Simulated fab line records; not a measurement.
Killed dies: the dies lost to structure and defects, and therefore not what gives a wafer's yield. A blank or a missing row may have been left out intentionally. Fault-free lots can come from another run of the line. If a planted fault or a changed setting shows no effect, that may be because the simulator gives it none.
Chamber matching | flow nand_harc | NHARC_A_STAIRCASE_ETCH_313 on rie_diel-07: 4 sister chambers
The step etches the open film in CF4/CHF3. 8 wafers are shown with their chamber, then 7 later ones without.

== EACH WAFER AND ITS CHAMBER ==
wafer  | chamber | drypump_motor_current_A (A) | showerhead_plenum_p_Torr (Torr)
L831.1 | 0       | 6.1                         | 1.66
L831.3 | 2       | 5.2                         | 1.63
L834.5 | 2       | 5.2                         | 1.62
L840.2 | 3       | 5.3                         | 1.54
L840.3 | 1       | 5.0                         | 1.60
L840.4 | 0       | 6.1                         | 1.65
L842.4 | 3       | 5.3                         | 1.54
L842.5 | 1       | 5.1                         | 1.60

== WAFERS WHOSE CHAMBER IS MISSING ==
wafer  | drypump_motor_current_A (A) | showerhead_plenum_p_Torr (Torr)
L842.6 | 6.2                         | 1.65
L843.1 | 5.0                         | 1.60
L843.2 | 6.2                         | 1.65
L843.4 | 5.2                         | 1.54
L844.1 | 5.3                         | 1.61
L844.3 | 5.0                         | 1.60
L844.4 | 5.2                         | 1.54

== CHAMBER TAKEN BY EACH ==
wafer  | from the rows above | in truth
L842.6 | 0                   | 0
L843.1 | 1                   | 1
L843.2 | 0                   | 0
L843.4 | 3                   | 3
L844.1 | 2                   | 2
L844.3 | 1                   | 1
L844.4 | 3                   | 3
Correct placement for 7 of the 7. From these rows, 0 cannot be placed. 0 placed wrongly.
How it was worked out, from the rows above alone: a wafer's distance from a chamber is the root of the sum, over the readings, of the square of ((its reading less the chamber's mean) divided by the reading's scatter). If the next closest chamber is less than 2 further off than the closest, the wafer can't be placed; otherwise it belongs to the closest. For every chamber, the mean is computed from those of its wafers that are shown. The scatter is the square root of a quotient: the sum, over the shown wafers, of each reading's squared deviation from its chamber's mean, divided by wafers minus chambers.
